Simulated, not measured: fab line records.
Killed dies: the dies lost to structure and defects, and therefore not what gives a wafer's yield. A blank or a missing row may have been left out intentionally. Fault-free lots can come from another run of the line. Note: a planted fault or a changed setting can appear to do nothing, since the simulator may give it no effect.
Which of the tools did it? | flow nand-harc | 12 lots with 35 wafers sampled at 6 steps, on a route of 1302 steps

WHAT THE GAUGES READ, wafer by wafer
NHARC_A_CHANNEL_FILL_D1_INSPECT_13.
lot  | measured     | on                | raw-defect-count
L301 | day 10 23:42 | defect-inspect-02 | 336 168 198
L303 | day 11 23:01 | defect-inspect-02 | 427 402 425
L304 | day 12 04:21 | defect-inspect-02 | 419 505 353
L306 | day 13 03:03 | defect-inspect-02 | 169 202 235
L309 | day 14 08:31 | defect-inspect-01 | 187 234
L315 | day 17 02:33 | defect-inspect-02 | 359 382 375
L316 | day 17 06:17 | defect-inspect-01 | 388 365 311
L317 | day 17 15:51 | defect-inspect-02 | 230 217 517
L318 | day 18 02:53 | defect-inspect-01 | 299 282 335
L320 | day 19 10:47 | defect-inspect-02 | 298 253 248
L323 | day 20 01:29 | defect-inspect-02 | 373 159 347
L324 | day 20 18:15 | defect-inspect-01 | 471 646 364

NHARC_A_ONON_D2_THK_MEAS_11: measures by ellipsometry.
lot  | measured     | on            | thk-nm (nm)
L301 | day 12 12:20 | film-metro-02 | 993 993 992
L303 | day 13 08:36 | film-metro-01 | 1005 1007 1004
L304 | day 13 14:22 | film-metro-02 | 1015 1019 1014
L306 | day 14 18:02 | film-metro-01 | 997 997 677
L309 | day 15 20:04 | film-metro-01 | 1001 679
L315 | day 18 13:46 | film-metro-01 | 1008 1006 1008
L316 | day 18 23:36 | film-metro-01 | 993 994 992
L317 | day 18 23:43 | film-metro-02 | 1002 1000 1002
L318 | day 19 16:32 | film-metro-01 | 1008 1008 1008
L320 | day 21 01:47 | film-metro-01 | 1004 1006 1004
L323 | day 21 18:25 | film-metro-02 | 1003 1004 1004
L324 | day 22 08:32 | film-metro-02 | 1003 1003 1005

NHARC_END_SORT_01.
lot  | measured     | on        | killed-at-array | killed-at-other | killed-at-periphery | killed-dies | killed-open | killed-short
L301 | day 25 14:16 | prober-02 | 25 27 22        | 0 0 2           | 6 7 7               | 31 34 31    | 4 3 3       | 3 3 5
L303 | day 25 06:32 | prober-02 | 25 43 42        | 2 0 1           | 4 4 5               | 31 47 48    | 3 2 9       | 0 3 4
L306 | day 26 15:52 | prober-01 | 19 33 674       | 0 0 0           | 1 5 3               | 20 38 677   | 2 8 4       | 2 5 1
L309 | day 27 22:50 | prober-01 | 58 671          | 0 3             | 3 3                 | 61 677      | 7 3         | 3 7
L315 | day 31 04:11 | prober-01 | 53              | 2               | 0                   | 55          | 2           | 3
L316 | day 31 02:34 | prober-02 | 26 25 30        | 0 0 1           | 4 1 4               | 30 26 35    | 2 2 5       | 6 3 5
L317 | day 30 20:20 | prober-01 | 40 44 33        | 0 2 0           | 8 2 6               | 48 48 39    | 3 4 4       | 2 2 4
L318 | day 31 10:19 | prober-02 | 34 36 37        | 1 1 0           | 5 8 13              | 40 45 50    | 6 6 4       | 4 3 2
L320 | day 32 18:20 | prober-01 | 55 63 39        | 1 1 1           | 6 5 3               | 62 69 43    | 3 4 2       | 5 2 2

EACH LOT AND THE TOOL THAT RAN IT (in order: tool; ch and the chambers of the sampled wafers; start)
lot  | NHARC_A_CHANNEL_FILL_D1_ETCHBACK_08           | NHARC_A_CHANNEL_FILL_D1_STRIP_29              | NHARC_A_ONON_D2_DEP_09
L301 | rie-diel-06 ch 1,3, day 10 23:42 or earlier   | rie-diel-06 ch 0,1,3, day 10 23:42 or earlier | pecvd-onon-04 ch 0, day 12 11:56
L303 | rie-diel-10 ch 0,2, day 11 17:02 or earlier   | rie-diel-10 ch 0,1, day 11 17:02              | pecvd-onon-01 ch 0, day 13 08:11
L304 | rie-diel-06 ch 0,1,2, day 12 04:21 or earlier | rie-diel-06 ch 1,2,3, day 12 04:21 or earlier | pecvd-onon-03 ch 0, day 13 13:50
L306 | rie-diel-09 ch 0,1,3, day 13 03:03 or earlier | rie-diel-09 ch 0,1, day 13 03:03 or earlier   | pecvd-onon-01 ch 0, day 14 17:36
L309 | rie-diel-09 ch 0,3, day 14 08:31 or earlier   | rie-diel-09 ch 0, day 14 08:31 or earlier     | pecvd-onon-01 ch 0, day 15 19:37
L315 | rie-diel-10 ch 1,3, day 17 02:33 or earlier   | rie-diel-10 ch 0,1,3, day 17 02:33 or earlier | pecvd-onon-01 ch 0, day 18 13:19
L316 | rie-diel-09 ch 0,1,2, day 17 06:17 or earlier | rie-diel-09 ch 0,1,2, day 17 06:17 or earlier | pecvd-onon-03 ch 0, day 18 23:05
L317 | rie-diel-10 ch 0,2,3, day 17 15:51 or earlier | rie-diel-10 ch 0,3, day 17 15:51 or earlier   | pecvd-onon-01 ch 0, day 18 23:20
L318 | rie-diel-09 ch 2,3, day 17 19:38 or earlier   | rie-diel-09 ch 1,2, day 17 19:38              | pecvd-onon-03 ch 0, day 19 16:02
L320 | rie-diel-06 ch 0,2, day 19 10:47 or earlier   | rie-diel-06 ch 0,1, day 19 10:47 or earlier   | pecvd-onon-04 ch 0, day 21 01:20
L323 | rie-diel-10 ch 1,2,3, day 20 01:29 or earlier | rie-diel-10 ch 0,1,2, day 20 01:29 or earlier | pecvd-onon-01 ch 0, day 21 17:55
L324 | rie-diel-10 ch 0,2, day 20 18:15 or earlier   | rie-diel-10 ch 0,2, day 20 18:15 or earlier   | pecvd-onon-01 ch 0, day 22 08:08
- NHARC_A_CHANNEL_FILL_D1_ETCHBACK_08: etches the open film in C4F8, target depth 220 nm, time 110 s.
- NHARC_A_CHANNEL_FILL_D1_STRIP_29: strips in O2, time 20 s.
- NHARC_A_ONON_D2_DEP_09: target thk 1000 nm.

AS READ BY THE TOOLS THEMSELVES (means over the sampled wafers that have a number; for cases with no such wafer, the mark the record gives instead)
NHARC_A_CHANNEL_FILL_D1_ETCHBACK_08.
lot  | tool        | oes-product-au (a.u.) | rf-vpp-V (V)
L301 | rie-diel-06 | 0.93                  | 445.0
L303 | rie-diel-10 | 1.00                  | 442.5
L304 | rie-diel-06 | 0.93                  | 443.6
L306 | rie-diel-09 | 0.92                  | 441.9
L309 | rie-diel-09 | 0.92                  | 440.9
L315 | rie-diel-10 | 0.92                  | 442.5
L316 | rie-diel-09 | 0.93                  | 441.8
L317 | rie-diel-10 | 0.92                  | 444.0
L318 | rie-diel-09 | 0.92                  | 439.1
L320 | rie-diel-06 | 1.00                  | 443.7
L323 | rie-diel-10 | 0.92                  | 441.4
L324 | rie-diel-10 | 0.92                  | 443.6

NHARC_A_CHANNEL_FILL_D1_STRIP_29.
lot  | tool        | drypump-motor-current-A (A) | oes-product-au (a.u.) | rf-vpp-V (V) | showerhead-plenum-p-Torr (Torr) | throttle-valve-pct (%)
L301 | rie-diel-06 | 5.6                         | 1.004                 | 57.5         | 3.71                            | 17.037
L303 | rie-diel-10 | 5.6                         | 0.997                 | 58.0         | 3.61                            | 17.029
L304 | rie-diel-06 | 5.7                         | 0.999                 | 58.1         | 3.73                            | 17.028
L306 | rie-diel-09 | 6.4                         | 1.003                 | 59.3         | 3.68                            | 17.040
L309 | rie-diel-09 | 6.5                         | 1.001                 | 59.9         | 3.75                            | 17.031
L315 | rie-diel-10 | 5.8                         | 0.995                 | 57.5         | 3.62                            | 17.038
L316 | rie-diel-09 | 6.0                         | 1.003                 | 56.7         | 3.54                            | 17.036
L317 | rie-diel-10 | 5.5                         | 0.994                 | 59.5         | 3.72                            | 17.035
L318 | rie-diel-09 | 5.9                         | 1.010                 | 57.6         | 3.47                            | 17.029
L320 | rie-diel-06 | 5.4                         | 1.005                 | 58.5         | 3.67                            | 17.036
L323 | rie-diel-10 | 5.9                         | 0.999                 | 58.3         | 3.57                            | 17.034
L324 | rie-diel-10 | 5.7                         | 0.988                 | 57.1         | 3.62                            | 17.040

NHARC_A_ONON_D2_DEP_09.
lot  | tool          | nh3-flow-sccm (sccm)
L301 | pecvd-onon-04 | 499.9
L303 | pecvd-onon-01 | 501.6
L304 | pecvd-onon-03 | 501.6
L306 | pecvd-onon-01 | 499.1
L309 | pecvd-onon-01 | 499.0
L315 | pecvd-onon-01 | 500.3
L316 | pecvd-onon-03 | 498.7
L317 | pecvd-onon-01 | 498.8
L318 | pecvd-onon-03 | 500.1
L320 | pecvd-onon-04 | 502.0
L323 | pecvd-onon-01 | 500.1
L324 | pecvd-onon-01 | 498.0

THE ANSWER, worked out from the rows above alone
Rule: the lots themselves supply what counts as usual. The widest of any qualifying gaps counts: lots, ordered by their means at a reading, are off when they make up no more than a third of the lots, leave a main group of 4 or more, and stand apart from it by 3 or more times the standard deviation of that group's means. The tables above print the reading to a certain number of digits; a main group whose means all agree to those digits is not used. A lot without any number at a reading at which 4 lots or more have one is off too. Any other lot the step has rows for is counted as sound. After the gauges, taken in route order, come the tools' own readings; for these a lot's mean is taken, as printed above. The first step at which some lot is off is used, and at that step the reading that is off furthest; a lot without a number counts as furthest.
Off: L306, L309 (NHARC_A_ONON_D2_THK_MEAS_11, thk-nm). Mean 1004 nm and standard deviation 6.5 in the main group.
If a tool, at a process step before that reading, ran all the lots that are off and no sound lot after the first of them, it fits. Not tried: the gauges at NHARC_A_ONON_D2_THK_MEAS_11; whatever is off there is also off at NHARC_END_SORT_01, on other tools, and gauge error can't account for it. Because NHARC_A_CHANNEL_FILL_D1_ETCHBACK_08 lacks a start for some lots, the hours and order of its lots are taken from NHARC_A_CHANNEL_FILL_D1_INSPECT_13. Because NHARC_A_CHANNEL_FILL_D1_STRIP_29 lacks a start for some lots, the hours and order of its lots are taken from NHARC_A_CHANNEL_FILL_D1_INSPECT_13. No candidate that was tried fits.

WHAT THE SIMULATOR PUT IN
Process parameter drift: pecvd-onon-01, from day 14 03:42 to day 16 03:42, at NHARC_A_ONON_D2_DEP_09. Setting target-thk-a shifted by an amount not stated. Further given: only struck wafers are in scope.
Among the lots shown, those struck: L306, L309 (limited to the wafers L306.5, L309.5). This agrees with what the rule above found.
